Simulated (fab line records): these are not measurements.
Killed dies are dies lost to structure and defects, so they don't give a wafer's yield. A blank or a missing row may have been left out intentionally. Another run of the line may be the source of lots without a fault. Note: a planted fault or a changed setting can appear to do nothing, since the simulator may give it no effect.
fab line records / flow nandHarc
record lots=12 wafers=36 lastDay=24
route steps=1159 shown P_GATE@155
lots that met no fault: from a run of the same line without faults
startH: hours from the record's opening day to when the first of the lot's shown wafers began / waitH: how many hours have passed since the lot's step before this one / " identical to the entry in the row above / L1.1+2: one row covering several wafers at once / - no value, or no start was given / * or withheld: withheld / < > ~ a bound
route shown NAME@n: a module of which the file shows steps, and the number in the route of the first / usual: mean/standard deviation of fault-free wafers / same: alike in all rows / chamber/n: place in a boat / sites: the reading at each site / _std_site: the values' standard deviation / _edge_site: outer sites' mean less inner sites' / radiusMm: for every site, how far away it sits from the centre of the wafer / mask NAME#n: copy n / behind: tool/chamber where the wafer was last shaped / hold: what put the lot on hold/how long, in hours/how the hold closed / device: which transistor (n, p or np) failed to switch / end of line: the same wafers' tests at the end of the route / step lacking rows: just its recipe / killed: count of dies lost to structure and defects at first sort (not the wafer's yield) / map: a wafer's dies, x killed, . not, _ none there
set.NAME: setting as actually run; set.NAME@STEP: the setting as run at that earlier step / model.NAME: the simulator's own value behind a step, which no gauge read
one table for each step of the route and one row for each wafer, over a sample of lots
services: a tool's chamber out of use, with start hour (startH, from the record's first day; less than 0 if before it), hours out, and reason
## steps
# step NHARC_P_GATE_ALD_36
# recipe targetThkA=200 pulseTimeS=60 aldCycles=223 tempC=400 material=SiNx
# usual heaterPowerW=789/81 precursorPulseHeightRel=1.000/0.018
lot.wafer=L804.4 tool=aldSin-04 chamber=0 startH=84.27 waitH=- heaterPowerW=745 precursorPulseHeightRel=1.015 sinceWetCleanH=64
lot.wafer=L804.5 tool=aldSin-04 chamber=1 startH=85.34 waitH=- heaterPowerW=825 precursorPulseHeightRel=1.029 sinceWetCleanH=-
lot.wafer=L804.6 tool=aldSin-04 chamber=2 startH=86.40 waitH=- heaterPowerW=792 precursorPulseHeightRel=1.018 sinceWetCleanH=-
lot.wafer=L807.1 tool=aldSin-01 chamber=1 startH=109.38 waitH=- heaterPowerW=926 precursorPulseHeightRel=0.991 sinceWetCleanH=134
lot.wafer=L807.2 tool=aldSin-01 chamber=3 startH=111.51 waitH=- heaterPowerW=880 precursorPulseHeightRel=1.031 sinceWetCleanH=136
lot.wafer=L807.5 tool=aldSin-01 chamber=1 startH=113.63 waitH=- heaterPowerW=903 precursorPulseHeightRel=1.021 sinceWetCleanH=-
lot.wafer=L809.1 tool=aldSin-01 chamber=2 startH=114.69 waitH=- heaterPowerW=731 precursorPulseHeightRel=1.018 sinceWetCleanH=139
lot.wafer=L809.3 tool=aldSin-01 chamber=0 startH=116.82 waitH=- heaterPowerW=691 precursorPulseHeightRel=1.008 sinceWetCleanH=141
lot.wafer=L809.6 tool=aldSin-01 chamber=3 startH=120.01 waitH=- heaterPowerW=904 precursorPulseHeightRel=1.000 sinceWetCleanH=-
lot.wafer=L810.3 tool=aldSin-04 chamber=3 startH=115.30 waitH=- heaterPowerW=700 precursorPulseHeightRel=1.000 sinceWetCleanH=95
lot.wafer=L810.2 tool=aldSin-04 chamber=0 startH=116.36 waitH=- heaterPowerW=722 precursorPulseHeightRel=1.004 sinceWetCleanH=96
lot.wafer=L810.6 tool=aldSin-04 chamber=2 startH=118.50 waitH=- heaterPowerW=808 precursorPulseHeightRel=0.996 sinceWetCleanH=-
lot.wafer=L811.4 tool=aldSin-04 chamber=2 startH=135.95 waitH=- heaterPowerW=791 precursorPulseHeightRel=0.991 sinceWetCleanH=116
lot.wafer=L811.3 tool=aldSin-04 chamber=3 startH=137.01 waitH=- heaterPowerW=708 precursorPulseHeightRel=0.995 sinceWetCleanH=117
lot.wafer=L811.2 tool=aldSin-04 chamber=0 startH=138.07 waitH=- heaterPowerW=744 precursorPulseHeightRel=0.998 sinceWetCleanH=118
lot.wafer=L812.1 tool=aldSin-01 chamber=2 startH=141.75 waitH=- heaterPowerW=764 precursorPulseHeightRel=1.016 sinceWetCleanH=166
lot.wafer=L812.5 tool=aldSin-01 chamber=2 startH=145.98 waitH=- heaterPowerW=729 precursorPulseHeightRel=1.002 sinceWetCleanH=-
lot.wafer=L812.6 tool=aldSin-01 chamber=3 startH=147.04 waitH=- heaterPowerW=895 precursorPulseHeightRel=0.974 sinceWetCleanH=-
lot.wafer=L814.3 tool=aldSin-04 chamber=2 startH=154.16 waitH=- heaterPowerW=794 precursorPulseHeightRel=0.996 sinceWetCleanH=134
lot.wafer=L814.6 tool=aldSin-04 chamber=2 startH=158.42 waitH=- heaterPowerW=807 precursorPulseHeightRel=0.956 sinceWetCleanH=-
lot.wafer=L814.5 tool=aldSin-04 chamber=3 startH=159.49 waitH=- heaterPowerW=704 precursorPulseHeightRel=0.989 sinceWetCleanH=-
lot.wafer=L817.1 tool=aldSin-03 chamber=2 startH=174.17 waitH=- heaterPowerW=856 precursorPulseHeightRel=1.031 sinceWetCleanH=58
lot.wafer=L817.4 tool=aldSin-03 chamber=3 startH=175.24 waitH=- heaterPowerW=799 precursorPulseHeightRel=0.998 sinceWetCleanH=59
lot.wafer=L817.5 tool=aldSin-03 chamber=2 startH=178.45 waitH=- heaterPowerW=852 precursorPulseHeightRel=0.973 sinceWetCleanH=-
lot.wafer=L822.2 tool=aldSin-03 chamber=1 startH=197.30 waitH=- heaterPowerW=740 precursorPulseHeightRel=0.990 sinceWetCleanH=81
lot.wafer=L822.3 tool=aldSin-03 chamber=2 startH=198.35 waitH=- heaterPowerW=837 precursorPulseHeightRel=0.991 sinceWetCleanH=82
lot.wafer=L822.6 tool=aldSin-03 chamber=2 startH=202.56 waitH=- heaterPowerW=837 precursorPulseHeightRel=0.992 sinceWetCleanH=-
lot.wafer=L824.3 tool=aldSin-04 chamber=0 startH=215.47 waitH=- heaterPowerW=770 precursorPulseHeightRel=1.008 sinceWetCleanH=17
lot.wafer=L824.4 tool=aldSin-04 chamber=2 startH=217.56 waitH=- heaterPowerW=849 precursorPulseHeightRel=1.009 sinceWetCleanH=19
lot.wafer=L824.2 tool=aldSin-04 chamber=3 startH=218.61 waitH=- heaterPowerW=637 precursorPulseHeightRel=1.012 sinceWetCleanH=21
lot.wafer=L826.2 tool=aldSin-01 chamber=2 startH=224.81 waitH=- heaterPowerW=722 precursorPulseHeightRel=1.003 sinceWetCleanH=69
lot.wafer=L826.5 tool=aldSin-01 chamber=0 startH=226.90 waitH=- heaterPowerW=647 precursorPulseHeightRel=1.003 sinceWetCleanH=-
lot.wafer=L826.6 tool=aldSin-01 chamber=1 startH=227.95 waitH=- heaterPowerW=900 precursorPulseHeightRel=1.012 sinceWetCleanH=-
lot.wafer=L827.1 tool=aldSin-04 chamber=0 startH=228.03 waitH=- heaterPowerW=762 precursorPulseHeightRel=0.984 sinceWetCleanH=30
lot.wafer=L827.3 tool=aldSin-04 chamber=3 startH=230.85 waitH=- heaterPowerW=654 precursorPulseHeightRel=1.041 sinceWetCleanH=33
lot.wafer=L827.5 tool=aldSin-04 chamber=2 startH=233.68 waitH=- heaterPowerW=836 precursorPulseHeightRel=1.012 sinceWetCleanH=-
# step NHARC_P_GATE_EXPOSE_88
# recipe na=0.6 targetCdNm=2000 doseMj=11.87 maskId=P_HVN
lot.wafer=L804.4+5+6 tool=krfScanner-03 chamber=0 startH=94.81 waitH=- mask=P_HVN#0
lot.wafer=L807.1+2+5 tool=krfScanner-03 chamber=0 startH=122.12 waitH=- mask=P_HVN#0
lot.wafer=L810.2+3+6 tool=krfScanner-02 chamber=0 startH=128.15 waitH=- mask=P_HVN#0
lot.wafer=L809.1+3+6 tool=krfScanner-03 chamber=0 startH=128.59 waitH=- mask=P_HVN#0
lot.wafer=L811.2+3+4 tool=krfScanner-03 chamber=0 startH=148.61 waitH=- mask=P_HVN#0
lot.wafer=L812.1+5+6 tool=krfScanner-03 chamber=0 startH=155.53 waitH=- mask=P_HVN_R1#0
lot.wafer=L814.3+5+6 tool=krfScanner-03 chamber=0 startH=167.81 waitH=- mask=P_HVN#0
lot.wafer=L817.1+4+5 tool=krfScanner-01 chamber=0 startH=188.05 waitH=- mask=P_HVN#0
lot.wafer=L822.2+3+6 tool=krfScanner-03 chamber=0 startH=211.01 waitH=- mask=P_HVN#0
lot.wafer=L824.2+3+4 tool=krfScanner-03 chamber=0 startH=229.27 waitH=- mask=P_HVN#0
lot.wafer=L826.2+5+6 tool=krfScanner-01 chamber=0 startH=236.61 waitH=- mask=P_HVN#0
lot.wafer=L827.1+3+5 tool=krfScanner-03 chamber=0 startH=243.88 waitH=- mask=P_HVN#0
# step NHARC_P_GATE_CD_MEAS_91
# recipe targetCdNm=2000 landingEnergyEv=500
# usual cdNm=1999.9/1.3
lot.wafer=L804.4 tool=cdSem-01 chamber=0 startH=94.95 waitH=- cdNm=1998.2
lot.wafer=L804.5 tool=cdSem-01 chamber=0 startH=94.95 waitH=- cdNm=1998.5
lot.wafer=L804.6 tool=cdSem-01 chamber=0 startH=94.95 waitH=- cdNm=1997.6
lot.wafer=L807.1 tool=cdSem-03 chamber=0 startH=122.27 waitH=- cdNm=1997.9
lot.wafer=L807.2 tool=cdSem-03 chamber=0 startH=122.27 waitH=- cdNm=1997.7
lot.wafer=L807.5 tool=cdSem-03 chamber=0 startH=122.27 waitH=- cdNm=1999.0
lot.wafer=L810.2 tool=cdSem-01 chamber=0 startH=128.30 waitH=- cdNm=2000.4
lot.wafer=L810.3 tool=cdSem-01 chamber=0 startH=128.30 waitH=- cdNm=2001.6
lot.wafer=L810.6 tool=cdSem-01 chamber=0 startH=128.30 waitH=- cdNm=2002.2
lot.wafer=L809.1 tool=cdSem-02 chamber=0 startH=128.76 waitH=- cdNm=1999.2
lot.wafer=L809.3 tool=cdSem-02 chamber=0 startH=128.76 waitH=- cdNm=2000.5
lot.wafer=L809.6 tool=cdSem-02 chamber=0 startH=128.76 waitH=- cdNm=1997.8
lot.wafer=L811.2 tool=cdSem-01 chamber=0 startH=148.77 waitH=- cdNm=2000.2
lot.wafer=L811.3 tool=cdSem-01 chamber=0 startH=148.77 waitH=- cdNm=2001.9
lot.wafer=L811.4 tool=cdSem-01 chamber=0 startH=148.77 waitH=- cdNm=2002.2
lot.wafer=L812.1 tool=cdSem-01 chamber=0 startH=155.69 waitH=- cdNm=1938.9
lot.wafer=L812.5 tool=cdSem-01 chamber=0 startH=155.69 waitH=- cdNm=1938.8
lot.wafer=L812.6 tool=cdSem-01 chamber=0 startH=155.69 waitH=- cdNm=1940.1
lot.wafer=L814.3 tool=cdSem-03 chamber=0 startH=167.96 waitH=- cdNm=2000.3
lot.wafer=L814.5 tool=cdSem-03 chamber=0 startH=167.96 waitH=- cdNm=1999.0
lot.wafer=L814.6 tool=cdSem-03 chamber=0 startH=167.96 waitH=- cdNm=1999.0
lot.wafer=L817.1 tool=cdSem-03 chamber=0 startH=188.20 waitH=- cdNm=1998.9
lot.wafer=L817.4 tool=cdSem-03 chamber=0 startH=188.20 waitH=- cdNm=1999.5
lot.wafer=L817.5 tool=cdSem-03 chamber=0 startH=188.20 waitH=- cdNm=1999.5
lot.wafer=L822.2 tool=cdSem-01 chamber=0 startH=211.16 waitH=- cdNm=2000.7
lot.wafer=L822.3 tool=cdSem-01 chamber=0 startH=211.16 waitH=- cdNm=1998.3
lot.wafer=L822.6 tool=cdSem-01 chamber=0 startH=211.16 waitH=- cdNm=1998.7
lot.wafer=L824.2 tool=cdSem-03 chamber=0 startH=229.43 waitH=- cdNm=1999.1
lot.wafer=L824.3 tool=cdSem-03 chamber=0 startH=229.43 waitH=- cdNm=1999.6
lot.wafer=L824.4 tool=cdSem-03 chamber=0 startH=229.43 waitH=- cdNm=1998.9
lot.wafer=L826.2 tool=cdSem-01 chamber=0 startH=236.77 waitH=- cdNm=2000.0
lot.wafer=L826.5 tool=cdSem-01 chamber=0 startH=236.77 waitH=- cdNm=2000.3
lot.wafer=L826.6 tool=cdSem-01 chamber=0 startH=236.77 waitH=- cdNm=1998.5
lot.wafer=L827.1 tool=cdSem-01 chamber=0 startH=244.04 waitH=- cdNm=2000.2
lot.wafer=L827.3 tool=cdSem-01 chamber=0 startH=244.04 waitH=- cdNm=2000.9
lot.wafer=L827.5 tool=cdSem-01 chamber=0 startH=244.04 waitH=- cdNm=1999.6
# step NHARC_P_GATE_DESCUM_93
# recipe timeS=3 o2FlowSccm=200 arFlowSccm=0 biasPowerW=0 chemistry=O2
# usual drypumpMotorCurrentA=5.78/0.27 oesProductAu=1.000/0.0074 rfVppV=57.9/0.97 showerheadPlenumPTorr=1.96/0.084 throttleValvePct=11.312/0.0084
# same biasPowerW=0
lot.wafer=L804.4 tool=rieDiel-07 chamber=2 startH=95.16 waitH=- drypumpMotorCurrentA=6.04 oesProductAu=1.006 rfHoursCounterH=13 rfVppV=56.0 showerheadPlenumPTorr=1.83 throttleValvePct=11.318
lot.wafer=L804.6 tool=rieDiel-07 chamber=3 startH=95.16 waitH=- drypumpMotorCurrentA=5.65 oesProductAu=0.995 rfHoursCounterH=- rfVppV=57.9 showerheadPlenumPTorr=1.98 throttleValvePct=11.315
lot.wafer=L804.5 tool=rieDiel-07 chamber=0 startH=95.16 waitH=- drypumpMotorCurrentA=6.24 oesProductAu=0.985 rfHoursCounterH=- rfVppV=56.5 showerheadPlenumPTorr=1.79 throttleValvePct=11.310
lot.wafer=L807.2 tool=rieDiel-10 chamber=3 startH=122.43 waitH=- drypumpMotorCurrentA=5.90 oesProductAu=0.998 rfHoursCounterH=17 rfVppV=58.1 showerheadPlenumPTorr=2.05 throttleValvePct=11.324
lot.wafer=L807.1 tool=rieDiel-10 chamber=2 startH=122.43 waitH=- drypumpMotorCurrentA=6.05 oesProductAu=1.010 rfHoursCounterH=18 rfVppV=58.6 showerheadPlenumPTorr=1.99 throttleValvePct=11.313
lot.wafer=L807.5 tool=rieDiel-10 chamber=3 startH=122.43 waitH=- drypumpMotorCurrentA=5.92 oesProductAu=1.004 rfHoursCounterH=- rfVppV=58.0 showerheadPlenumPTorr=2.05 throttleValvePct=11.305
lot.wafer=L810.3 tool=rieDiel-10 chamber=2 startH=128.49 waitH=- drypumpMotorCurrentA=6.09 oesProductAu=0.999 rfHoursCounterH=19 rfVppV=58.9 showerheadPlenumPTorr=1.99 throttleValvePct=11.308
lot.wafer=L810.2 tool=rieDiel-10 chamber=3 startH=128.49 waitH=- drypumpMotorCurrentA=5.88 oesProductAu=0.986 rfHoursCounterH=18 rfVppV=59.4 showerheadPlenumPTorr=2.05 throttleValvePct=11.313
lot.wafer=L810.6 tool=rieDiel-10 chamber=1 startH=128.49 waitH=- drypumpMotorCurrentA=5.62 oesProductAu=1.010 rfHoursCounterH=- rfVppV=59.1 showerheadPlenumPTorr=1.92 throttleValvePct=11.321
lot.wafer=L809.3 tool=rieDiel-10 chamber=2 startH=128.94 waitH=- drypumpMotorCurrentA=6.02 oesProductAu=1.006 rfHoursCounterH=19 rfVppV=56.9 showerheadPlenumPTorr=1.99 throttleValvePct=11.311
lot.wafer=L809.1 tool=rieDiel-10 chamber=3 startH=128.94 waitH=- drypumpMotorCurrentA=5.87 oesProductAu=0.987 rfHoursCounterH=18 rfVppV=59.1 showerheadPlenumPTorr=2.05 throttleValvePct=11.317
lot.wafer=L809.6 tool=rieDiel-10 chamber=1 startH=128.94 waitH=- drypumpMotorCurrentA=5.63 oesProductAu=1.010 rfHoursCounterH=- rfVppV=57.2 showerheadPlenumPTorr=1.92 throttleValvePct=11.317
lot.wafer=L811.2 tool=rieDiel-10 chamber=1 startH=149.21 waitH=- drypumpMotorCurrentA=5.61 oesProductAu=1.007 rfHoursCounterH=24 rfVppV=58.9 showerheadPlenumPTorr=1.92 throttleValvePct=11.323
lot.wafer=L811.4 tool=rieDiel-10 chamber=2 startH=149.21 waitH=- drypumpMotorCurrentA=6.08 oesProductAu=1.001 rfHoursCounterH=23 rfVppV=59.2 showerheadPlenumPTorr=1.99 throttleValvePct=11.306
lot.wafer=L811.3 tool=rieDiel-10 chamber=3 startH=149.21 waitH=- drypumpMotorCurrentA=5.89 oesProductAu=0.988 rfHoursCounterH=22 rfVppV=59.8 showerheadPlenumPTorr=2.05 throttleValvePct=11.320
lot.wafer=L812.1 tool=rieDiel-10 chamber=0 startH=155.85 waitH=- drypumpMotorCurrentA=5.29 oesProductAu=1.000 rfHoursCounterH=27 rfVppV=58.8 showerheadPlenumPTorr=2.03 throttleValvePct=11.317
lot.wafer=L812.6 tool=rieDiel-10 chamber=0 startH=155.85 waitH=- drypumpMotorCurrentA=5.31 oesProductAu=1.005 rfHoursCounterH=- rfVppV=59.1 showerheadPlenumPTorr=2.03 throttleValvePct=11.296
lot.wafer=L812.5 tool=rieDiel-10 chamber=1 startH=155.85 waitH=- drypumpMotorCurrentA=5.64 oesProductAu=1.010 rfHoursCounterH=- rfVppV=57.8 showerheadPlenumPTorr=1.92 throttleValvePct=11.320
lot.wafer=L814.3 tool=rieDiel-10 chamber=2 startH=168.13 waitH=- drypumpMotorCurrentA=6.04 oesProductAu=0.999 rfHoursCounterH=26 rfVppV=58.0 showerheadPlenumPTorr=1.99 throttleValvePct=11.318
lot.wafer=L814.6 tool=rieDiel-10 chamber=1 startH=168.13 waitH=- drypumpMotorCurrentA=5.62 oesProductAu=1.013 rfHoursCounterH=- rfVppV=57.8 showerheadPlenumPTorr=1.92 throttleValvePct=11.323
lot.wafer=L814.5 tool=rieDiel-10 chamber=2 startH=168.13 waitH=- drypumpMotorCurrentA=6.02 oesProductAu=1.006 rfHoursCounterH=- rfVppV=58.0 showerheadPlenumPTorr=1.98 throttleValvePct=11.307
lot.wafer=L817.1 tool=rieDiel-10 chamber=1 startH=188.40 waitH=- drypumpMotorCurrentA=5.63 oesProductAu=1.006 rfHoursCounterH=0 rfVppV=58.5 showerheadPlenumPTorr=1.91 throttleValvePct=11.308
lot.wafer=L817.5 tool=rieDiel-10 chamber=2 startH=188.40 waitH=- drypumpMotorCurrentA=6.08 oesProductAu=1.006 rfHoursCounterH=- rfVppV=56.6 showerheadPlenumPTorr=1.98 throttleValvePct=11.302
lot.wafer=L817.4 tool=rieDiel-10 chamber=3 startH=188.40 waitH=- drypumpMotorCurrentA=5.91 oesProductAu=0.991 rfHoursCounterH=- rfVppV=57.4 showerheadPlenumPTorr=2.05 throttleValvePct=11.312
lot.wafer=L822.2 tool=rieDiel-07 chamber=3 startH=211.33 waitH=- drypumpMotorCurrentA=5.68 oesProductAu=1.007 rfHoursCounterH=56 rfVppV=58.9 showerheadPlenumPTorr=1.97 throttleValvePct=11.312
lot.wafer=L822.3 tool=rieDiel-07 chamber=0 startH=211.33 waitH=- drypumpMotorCurrentA=6.29 oesProductAu=0.996 rfHoursCounterH=57 rfVppV=57.3 showerheadPlenumPTorr=1.77 throttleValvePct=11.310
lot.wafer=L822.6 tool=rieDiel-07 chamber=2 startH=211.33 waitH=- drypumpMotorCurrentA=6.06 oesProductAu=1.008 rfHoursCounterH=- rfVppV=57.7 showerheadPlenumPTorr=1.82 throttleValvePct=11.331
lot.wafer=L824.3 tool=rieDiel-03 chamber=1 startH=229.59 waitH=- drypumpMotorCurrentA=5.75 oesProductAu=1.002 rfHoursCounterH=2 rfVppV=58.8 showerheadPlenumPTorr=2.06 throttleValvePct=11.311
lot.wafer=L824.2 tool=rieDiel-03 chamber=3 startH=229.59 waitH=- drypumpMotorCurrentA=6.04 oesProductAu=0.995 rfHoursCounterH=2 rfVppV=58.2 showerheadPlenumPTorr=1.98 throttleValvePct=11.315
lot.wafer=L824.4 tool=rieDiel-03 chamber=1 startH=229.59 waitH=- drypumpMotorCurrentA=5.78 oesProductAu=0.991 rfHoursCounterH=- rfVppV=56.7 showerheadPlenumPTorr=2.06 throttleValvePct=11.316
lot.wafer=L826.2 tool=rieDiel-10 chamber=2 startH=236.96 waitH=- drypumpMotorCurrentA=6.09 oesProductAu=1.006 rfHoursCounterH=13 rfVppV=57.6 showerheadPlenumPTorr=1.98 throttleValvePct=11.307
lot.wafer=L826.5 tool=rieDiel-10 chamber=3 startH=236.96 waitH=- drypumpMotorCurrentA=5.90 oesProductAu=0.988 rfHoursCounterH=- rfVppV=59.1 showerheadPlenumPTorr=2.04 throttleValvePct=11.310
lot.wafer=L826.6 tool=rieDiel-10 chamber=0 startH=236.96 waitH=- drypumpMotorCurrentA=5.32 oesProductAu=1.002 rfHoursCounterH=- rfVppV=58.3 showerheadPlenumPTorr=2.03 throttleValvePct=11.300
lot.wafer=L827.1 tool=rieDiel-10 chamber=1 startH=244.21 waitH=- drypumpMotorCurrentA=5.64 oesProductAu=0.999 rfHoursCounterH=15 rfVppV=57.1 showerheadPlenumPTorr=1.91 throttleValvePct=11.306
lot.wafer=L827.3 tool=rieDiel-10 chamber=0 startH=244.21 waitH=- drypumpMotorCurrentA=5.30 oesProductAu=0.993 rfHoursCounterH=12 rfVppV=57.2 showerheadPlenumPTorr=2.03 throttleValvePct=11.305
lot.wafer=L827.5 tool=rieDiel-10 chamber=1 startH=244.21 waitH=- drypumpMotorCurrentA=5.61 oesProductAu=1.002 rfHoursCounterH=- rfVppV=56.1 showerheadPlenumPTorr=1.91 throttleValvePct=11.332
# step NHARC_P_GATE_RTA_64
# recipe tempC=1050 timeS=1
# usual lampPowerPct=36.38/0.11 lamp_zone_6_pct=36.32/0.11 wafer_temp_C_max=1055.0/0.96
lot.wafer=L804.4 tool=rtpAnneal-01 chamber=0 startH=97.10 waitH=- lampPowerPct=36.29 lamp_zone_6_pct=36.29 wafer_temp_C_max=1056.3
lot.wafer=L804.5 tool=rtpAnneal-01 chamber=0 startH=97.10 waitH=- lampPowerPct=36.28 lamp_zone_6_pct=36.23 wafer_temp_C_max=1054.8
lot.wafer=L804.6 tool=rtpAnneal-01 chamber=0 startH=97.10 waitH=- lampPowerPct=36.31 lamp_zone_6_pct=36.24 wafer_temp_C_max=1054.4
lot.wafer=L807.1 tool=rtpAnneal-01 chamber=0 startH=124.09 waitH=- lampPowerPct=36.19 lamp_zone_6_pct=36.16 wafer_temp_C_max=1054.8
lot.wafer=L807.2 tool=rtpAnneal-01 chamber=0 startH=124.09 waitH=- lampPowerPct=36.27 lamp_zone_6_pct=36.26 wafer_temp_C_max=1053.9
lot.wafer=L807.5 tool=rtpAnneal-01 chamber=0 startH=124.09 waitH=- lampPowerPct=36.24 lamp_zone_6_pct=36.15 wafer_temp_C_max=1056.2
lot.wafer=L810.2 tool=rtpAnneal-01 chamber=0 startH=130.14 waitH=- lampPowerPct=36.29 lamp_zone_6_pct=36.29 wafer_temp_C_max=1057.0
lot.wafer=L810.3 tool=rtpAnneal-01 chamber=0 startH=130.14 waitH=- lampPowerPct=36.29 lamp_zone_6_pct=36.31 wafer_temp_C_max=1054.8
lot.wafer=L810.6 tool=rtpAnneal-01 chamber=0 startH=130.14 waitH=- lampPowerPct=36.29 lamp_zone_6_pct=36.27 wafer_temp_C_max=1056.5
lot.wafer=L809.1 tool=rtpAnneal-02 chamber=0 startH=130.55 waitH=- lampPowerPct=36.46 lamp_zone_6_pct=36.39 wafer_temp_C_max=1055.3
lot.wafer=L809.3 tool=rtpAnneal-02 chamber=0 startH=130.55 waitH=- lampPowerPct=36.50 lamp_zone_6_pct=36.42 wafer_temp_C_max=1055.8
lot.wafer=L809.6 tool=rtpAnneal-02 chamber=0 startH=130.55 waitH=- lampPowerPct=36.50 lamp_zone_6_pct=36.39 wafer_temp_C_max=1053.9
lot.wafer=L811.2 tool=rtpAnneal-02 chamber=0 startH=150.88 waitH=- lampPowerPct=36.50 lamp_zone_6_pct=36.41 wafer_temp_C_max=1054.6
lot.wafer=L811.3 tool=rtpAnneal-02 chamber=0 startH=150.88 waitH=- lampPowerPct=36.51 lamp_zone_6_pct=36.41 wafer_temp_C_max=1054.2
lot.wafer=L811.4 tool=rtpAnneal-02 chamber=0 startH=150.88 waitH=- lampPowerPct=36.49 lamp_zone_6_pct=36.50 wafer_temp_C_max=1055.2
lot.wafer=L812.1 tool=rtpAnneal-01 chamber=0 startH=157.58 waitH=- lampPowerPct=36.29 lamp_zone_6_pct=36.30 wafer_temp_C_max=1054.5
lot.wafer=L812.5 tool=rtpAnneal-01 chamber=0 startH=157.58 waitH=- lampPowerPct=36.35 lamp_zone_6_pct=36.24 wafer_temp_C_max=1053.9
lot.wafer=L812.6 tool=rtpAnneal-01 chamber=0 startH=157.58 waitH=- lampPowerPct=36.34 lamp_zone_6_pct=36.21 wafer_temp_C_max=1056.2
lot.wafer=L814.3 tool=rtpAnneal-02 chamber=0 startH=169.83 waitH=- lampPowerPct=36.48 lamp_zone_6_pct=36.46 wafer_temp_C_max=1053.2
lot.wafer=L814.5 tool=rtpAnneal-02 chamber=0 startH=169.83 waitH=- lampPowerPct=36.46 lamp_zone_6_pct=36.42 wafer_temp_C_max=1054.3
lot.wafer=L814.6 tool=rtpAnneal-02 chamber=0 startH=169.83 waitH=- lampPowerPct=36.52 lamp_zone_6_pct=36.41 wafer_temp_C_max=1053.6
lot.wafer=L817.1 tool=rtpAnneal-01 chamber=0 startH=190.43 waitH=- lampPowerPct=36.26 lamp_zone_6_pct=36.33 wafer_temp_C_max=1056.8
lot.wafer=L817.4 tool=rtpAnneal-01 chamber=0 startH=190.43 waitH=- lampPowerPct=36.30 lamp_zone_6_pct=36.22 wafer_temp_C_max=1056.5
lot.wafer=L817.5 tool=rtpAnneal-01 chamber=0 startH=190.43 waitH=- lampPowerPct=36.32 lamp_zone_6_pct=36.36 wafer_temp_C_max=1054.3
lot.wafer=L822.2 tool=rtpAnneal-02 chamber=0 startH=212.99 waitH=- lampPowerPct=36.54 lamp_zone_6_pct=36.50 wafer_temp_C_max=1054.1
lot.wafer=L822.3 tool=rtpAnneal-02 chamber=0 startH=212.99 waitH=- lampPowerPct=36.49 lamp_zone_6_pct=36.46 wafer_temp_C_max=1054.4
lot.wafer=L822.6 tool=rtpAnneal-02 chamber=0 startH=212.99 waitH=- lampPowerPct=36.51 lamp_zone_6_pct=36.43 wafer_temp_C_max=1055.0
lot.wafer=L824.2 tool=rtpAnneal-01 chamber=0 startH=231.30 waitH=- lampPowerPct=36.36 lamp_zone_6_pct=36.25 wafer_temp_C_max=1056.6
lot.wafer=L824.3 tool=rtpAnneal-01 chamber=0 startH=231.30 waitH=- lampPowerPct=36.33 lamp_zone_6_pct=36.27 wafer_temp_C_max=1055.8
lot.wafer=L824.4 tool=rtpAnneal-01 chamber=0 startH=231.30 waitH=- lampPowerPct=36.38 lamp_zone_6_pct=36.29 wafer_temp_C_max=1055.4
lot.wafer=L826.2 tool=rtpAnneal-01 chamber=0 startH=238.60 waitH=- lampPowerPct=36.26 lamp_zone_6_pct=36.30 wafer_temp_C_max=1054.6
lot.wafer=L826.5 tool=rtpAnneal-01 chamber=0 startH=238.60 waitH=- lampPowerPct=36.35 lamp_zone_6_pct=36.16 wafer_temp_C_max=1057.5
lot.wafer=L826.6 tool=rtpAnneal-01 chamber=0 startH=238.60 waitH=- lampPowerPct=36.33 lamp_zone_6_pct=36.26 wafer_temp_C_max=1055.4
lot.wafer=L827.1 tool=rtpAnneal-01 chamber=0 startH=245.86 waitH=- lampPowerPct=36.34 lamp_zone_6_pct=36.24 wafer_temp_C_max=1054.7
lot.wafer=L827.3 tool=rtpAnneal-01 chamber=0 startH=245.86 waitH=- lampPowerPct=36.36 lamp_zone_6_pct=36.26 wafer_temp_C_max=1054.7
lot.wafer=L827.5 tool=rtpAnneal-01 chamber=0 startH=245.86 waitH=- lampPowerPct=36.28 lamp_zone_6_pct=36.24 wafer_temp_C_max=1053.7
## services
tool=aldSin-01 chamber=- startH=67.72 hours=0.5 kind=repair
tool=aldSin-01 chamber=3 startH=69.28 hours=2.4 kind=repair
tool=aldSin-01 chamber=0 startH=70.16 hours=2.7 kind=repair
tool=krfScanner-02 chamber=- startH=71.01 hours=0.3 kind=repair
tool=krfScanner-01 chamber=- startH=77.76 hours=0.3 kind=repair
tool=aldSin-03 chamber=1 startH=78.02 hours=6.0 kind=repair
tool=aldSin-01 chamber=3 startH=80.55 hours=4.6 kind=repair
tool=krfScanner-01 chamber=- startH=84.00 hours=4.0 kind=pm
tool=krfScanner-02 chamber=- startH=95.81 hours=1.6 kind=repair
tool=krfScanner-01 chamber=- startH=116.77 hours=0.3 kind=repair
tool=krfScanner-01 chamber=- startH=118.14 hours=0.6 kind=repair
tool=rieDiel-10 chamber=- startH=126.92 hours=0.3 kind=repair
tool=rieDiel-03 chamber=1 startH=143.12 hours=29.9 kind=repair
tool=krfScanner-03 chamber=- startH=168.00 hours=4.0 kind=pm
tool=rieDiel-10 chamber=- startH=176.58 hours=9.0 kind=pm
tool=rieDiel-07 chamber=2 startH=177.36 hours=4.5 kind=repair
tool=rieDiel-10 chamber=0 startH=188.05 hours=8.4 kind=repair
tool=krfScanner-01 chamber=- startH=194.66 hours=2.3 kind=repair
tool=aldSin-03 chamber=- startH=212.19 hours=21.7 kind=repair
tool=rieDiel-07 chamber=- startH=228.37 hours=9.0 kind=pm
tool=krfScanner-03 chamber=- startH=238.45 hours=3.1 kind=repair
tool=rieDiel-07 chamber=0 startH=241.42 hours=3.2 kind=repair
tool=aldSin-01 chamber=3 startH=242.86 hours=3.6 kind=repair
tool=krfScanner-01 chamber=- startH=243.84 hours=0.3 kind=repair
## key
firstSign step=NHARC_P_GATE_EXPOSE_88 reading=mask direction=changed
effect step=NHARC_P_GATE_CD_MEAS_91 reading=cdNm direction=down sigmas=46 usual=1999.9 struck=1939.2
metAt NHARC_P_GATE_EXPOSE_88
struckLots L812
testerLeftOut L812
notActingAt NHARC_P_GATE_ALD_36,NHARC_P_GATE_DESCUM_93,NHARC_P_GATE_RTA_64
onsetBetween 148.61 155.53
fault kind=wrongMask tool=any chamber=- onsetH=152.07 steps=NHARC_P_GATE_EXPOSE_88 auxCopy=P_HVN_R1#0 cdOffsetNm=-62.79 scope=struckLotsOnly
# testerLeftOut: of these lots the tester's yield and bins aren't shown, on N5 and GAA mostly nor the transistor test; their killed dies are dies lost to structure and defects alone, not to doping, threshold or leakage, so they don't give the yield
